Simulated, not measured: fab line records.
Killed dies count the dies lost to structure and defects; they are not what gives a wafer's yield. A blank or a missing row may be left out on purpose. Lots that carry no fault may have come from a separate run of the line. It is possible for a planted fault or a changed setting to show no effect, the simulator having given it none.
Shared-tool check || flow n5 finfet || 9 lots and 27 wafers in the sample

## WHY IT WAS OPENED
Of 9 lots, 2 have the reading M5_RS flagged at N5_BEOL_M5_RS_MEAS_57. No-fault wafers: 0.384 ohm/sq, standard deviation 0.0089.
Rule: a lot is flagged in two cases, either no wafer of it has a number, or all its wafers with numbers fall more than 4 standard deviations from that mean. All remaining lots are regarded as sound.

{"lot": "L127", "measured": "day 10 07:47", "on": "film metro-01", "M5_RS (ohm/sq), wafer by wafer": "0.377 0.380 0.389", "flag": ""}
{"lot": "L133", "measured": "day 13 15:55", "on": "film metro-02", "M5_RS (ohm/sq), wafer by wafer": "0.425 0.433 0.434", "flag": "FLAGGED"}
{"lot": "L135", "measured": "day 14 12:55", "on": "film metro-02", "M5_RS (ohm/sq), wafer by wafer": "0.439 0.427 0.440", "flag": "FLAGGED"}
{"lot": "L147", "measured": "day 16 22:51", "on": "film metro-01", "M5_RS (ohm/sq), wafer by wafer": "0.380 0.374 0.383", "flag": ""}
{"lot": "L143", "measured": "day 17 04:24", "on": "film metro-01", "M5_RS (ohm/sq), wafer by wafer": "0.384 0.388 0.394", "flag": ""}
{"lot": "L144", "measured": "day 17 13:04", "on": "film metro-01", "M5_RS (ohm/sq), wafer by wafer": "0.375 0.373 0.388", "flag": ""}
{"lot": "L145", "measured": "day 17 21:11", "on": "film metro-02", "M5_RS (ohm/sq), wafer by wafer": "0.381 0.384 0.364", "flag": ""}
{"lot": "L141", "measured": "day 17 22:07", "on": "film metro-01", "M5_RS (ohm/sq), wafer by wafer": "0.402 0.396 0.395", "flag": ""}
{"lot": "L148", "measured": "day 18 07:43", "on": "film metro-02", "M5_RS (ohm/sq), wafer by wafer": "0.374 0.374 0.384", "flag": ""}
Average over the flagged lots: 0.433 ohm/sq; offset from the usual +0.049 ohm/sq, equal to +6 standard deviations.

## LOT BY LOT: THE TOOL USED
Before the reading, the record contains 4 process steps out of a 1938-step route. In each cell: the tool, then ch and the chambers that the sampled wafers went through, then the start.
{"lot": "L127", "flag": "", "N5_BEOL_M5_PRE_CLEAN_45": "pvd sputter-02, day 10 01:30", "N5_BEOL_M5_ANNEAL_51": "rtp anneal-01 ch 0, day 10 06:54", "N5_BEOL_M5_CMP_52": "cmp-04 ch 0,1, day 10 07:11", "N5_BEOL_M5_PRE_CLEAN_77": "cvd co-02 ch 0, day 10 07:31"}
{"lot": "L133", "flag": "FLAGGED", "N5_BEOL_M5_PRE_CLEAN_45": "pvd sputter-02, day 13 09:51", "N5_BEOL_M5_ANNEAL_51": "rtp anneal-01, day 13 15:02", "N5_BEOL_M5_CMP_52": "cmp-01 ch 0,1,3, day 13 15:19", "N5_BEOL_M5_PRE_CLEAN_77": "cvd co-02 ch 1,2, day 13 15:39"}
{"lot": "L135", "flag": "FLAGGED", "N5_BEOL_M5_PRE_CLEAN_45": "pvd sputter-02, day 14 06:44", "N5_BEOL_M5_ANNEAL_51": "rtp anneal-01, day 14 11:55", "N5_BEOL_M5_CMP_52": "cmp-02 ch 0,1,3, day 14 12:10", "N5_BEOL_M5_PRE_CLEAN_77": "cvd co-01 ch 0,1,2, day 14 12:41"}
{"lot": "L147", "flag": "", "N5_BEOL_M5_PRE_CLEAN_45": "pvd sputter-01, day 16 16:46", "N5_BEOL_M5_ANNEAL_51": "rtp anneal-02 ch 0, day 16 22:08", "N5_BEOL_M5_CMP_52": "cmp-02 ch 0,1, day 16 22:20", "N5_BEOL_M5_PRE_CLEAN_77": "cvd co-02 ch 0,1,2, day 16 22:38"}
{"lot": "L143", "flag": "", "N5_BEOL_M5_PRE_CLEAN_45": "pvd sputter-03, day 16 22:11", "N5_BEOL_M5_ANNEAL_51": "rtp anneal-01 ch 0, day 17 03:33", "N5_BEOL_M5_CMP_52": "cmp-01 ch 1,2,3, day 17 03:50", "N5_BEOL_M5_PRE_CLEAN_77": "cvd co-01 ch 0,1,2, day 17 04:10"}
{"lot": "L144", "flag": "", "N5_BEOL_M5_PRE_CLEAN_45": "pvd sputter-02, day 17 06:16", "N5_BEOL_M5_ANNEAL_51": "rtp anneal-02 ch 0, day 17 11:32", "N5_BEOL_M5_CMP_52": "cmp-01 ch 0,1,3, day 17 12:03", "N5_BEOL_M5_PRE_CLEAN_77": "cvd co-01 ch 0,1,2, day 17 12:51"}
{"lot": "L145", "flag": "", "N5_BEOL_M5_PRE_CLEAN_45": "pvd sputter-02, day 17 15:07", "N5_BEOL_M5_ANNEAL_51": "rtp anneal-01 ch 0, day 17 20:20", "N5_BEOL_M5_CMP_52": "cmp-02 ch 0,1,3, day 17 20:43", "N5_BEOL_M5_PRE_CLEAN_77": "cvd co-02 ch 0,2, day 17 20:58"}
{"lot": "L141", "flag": "", "N5_BEOL_M5_PRE_CLEAN_45": "pvd sputter-02, day 17 15:51", "N5_BEOL_M5_ANNEAL_51": "rtp anneal-02 ch 0, day 17 21:15", "N5_BEOL_M5_CMP_52": "cmp-02 ch 0,1,2, day 17 21:34", "N5_BEOL_M5_PRE_CLEAN_77": "cvd co-02 ch 0,1,2, day 17 21:53"}
{"lot": "L148", "flag": "", "N5_BEOL_M5_PRE_CLEAN_45": "pvd sputter-01, day 18 01:41", "N5_BEOL_M5_ANNEAL_51": "rtp anneal-01 ch 0, day 18 06:55", "N5_BEOL_M5_CMP_52": "cmp-02 ch 0,2,3, day 18 07:10", "N5_BEOL_M5_PRE_CLEAN_77": "cvd co-02 ch 0,1, day 18 07:27"}
What is done by these steps:
- N5_BEOL_M5_PRE_CLEAN_45: time 30 s.
- N5_BEOL_M5_ANNEAL_51: time 90 s.
- N5_BEOL_M5_CMP_52: polishes, stops on SiCOH lowk, t overpolish 6.9 s, target thk 62 nm.
- N5_BEOL_M5_PRE_CLEAN_77: time 15 s.
- N5_BEOL_M5_RS_MEAS_57: measures by four-point-probe.

## FLAGGED OVER TOTAL, TOOL BY TOOL (the gauges that took the reading come last)
{"step": "N5_BEOL_M5_PRE_CLEAN_45", "tool": "pvd sputter-01", "lots run": 2, "flagged": 0, "share of the flagged lots": "none", "sound lots run after its first flagged lot": "-"}
{"step": "N5_BEOL_M5_PRE_CLEAN_45", "tool": "pvd sputter-02", "lots run": 6, "flagged": 2, "share of the flagged lots": "all", "sound lots run after its first flagged lot": "3 (L144,L145,L141)"}
{"step": "N5_BEOL_M5_PRE_CLEAN_45", "tool": "pvd sputter-03", "lots run": 1, "flagged": 0, "share of the flagged lots": "none", "sound lots run after its first flagged lot": "-"}
{"step": "N5_BEOL_M5_ANNEAL_51", "tool": "rtp anneal-01", "lots run": 6, "flagged": 2, "share of the flagged lots": "all", "sound lots run after its first flagged lot": "3 (L143,L145,L148)"}
{"step": "N5_BEOL_M5_ANNEAL_51", "tool": "rtp anneal-02", "lots run": 3, "flagged": 0, "share of the flagged lots": "none", "sound lots run after its first flagged lot": "-"}
{"step": "N5_BEOL_M5_CMP_52", "tool": "cmp-01", "lots run": 3, "flagged": 1, "share of the flagged lots": "some", "sound lots run after its first flagged lot": "2 (L143,L144)"}
{"step": "N5_BEOL_M5_CMP_52", "tool": "cmp-02", "lots run": 5, "flagged": 1, "share of the flagged lots": "some", "sound lots run after its first flagged lot": "4 (L147,L145,L141,L148)"}
{"step": "N5_BEOL_M5_CMP_52", "tool": "cmp-04", "lots run": 1, "flagged": 0, "share of the flagged lots": "none", "sound lots run after its first flagged lot": "-"}
{"step": "N5_BEOL_M5_PRE_CLEAN_77", "tool": "cvd co-01", "lots run": 3, "flagged": 1, "share of the flagged lots": "some", "sound lots run after its first flagged lot": "2 (L143,L144)"}
{"step": "N5_BEOL_M5_PRE_CLEAN_77", "tool": "cvd co-02", "lots run": 6, "flagged": 1, "share of the flagged lots": "some", "sound lots run after its first flagged lot": "4 (L147,L145,L141,L148)"}
{"step": "N5_BEOL_M5_RS_MEAS_57", "tool": "film metro-01", "lots run": 5, "flagged": 0, "share of the flagged lots": "none", "sound lots run after its first flagged lot": "-"}
{"step": "N5_BEOL_M5_RS_MEAS_57", "tool": "film metro-02", "lots run": 4, "flagged": 2, "share of the flagged lots": "all", "sound lots run after its first flagged lot": "2 (L145,L148)"}

## WHAT THE TABLE ALLOWS
Rows of the table that ran every flagged lot, 3 in all: pvd sputter-02 at N5_BEOL_M5_PRE_CLEAN_45, rtp anneal-01 at N5_BEOL_M5_ANNEAL_51, film metro-02 at N5_BEOL_M5_RS_MEAS_57.
- pvd sputter-02 at N5_BEOL_M5_PRE_CLEAN_45 ran 6 lots, 2 of them flagged. After the first flagged lot (L144, L145, L141), sound lots still ran on it; a lasting fault on the whole tool would not permit that.
- rtp anneal-01 at N5_BEOL_M5_ANNEAL_51 ran 6 lots, 2 of them flagged. After the first flagged lot (L143, L145, L148), sound lots still ran on it; a lasting fault on the whole tool would not permit that. On the flagged lots its readings are blank where sound lots have values: anneal temp c, anneal temp c max, wafer_temp_C_max.
- film metro-02 at N5_BEOL_M5_RS_MEAS_57 ran 4 lots, 2 of them flagged. After the first flagged lot (L145, L148), sound lots still ran on it; a lasting fault on the whole tool would not permit that.
Not one row of the table ran every flagged lot while running no sound lot after the first.

## WHAT WAS PUT IN BY THE SIMULATOR
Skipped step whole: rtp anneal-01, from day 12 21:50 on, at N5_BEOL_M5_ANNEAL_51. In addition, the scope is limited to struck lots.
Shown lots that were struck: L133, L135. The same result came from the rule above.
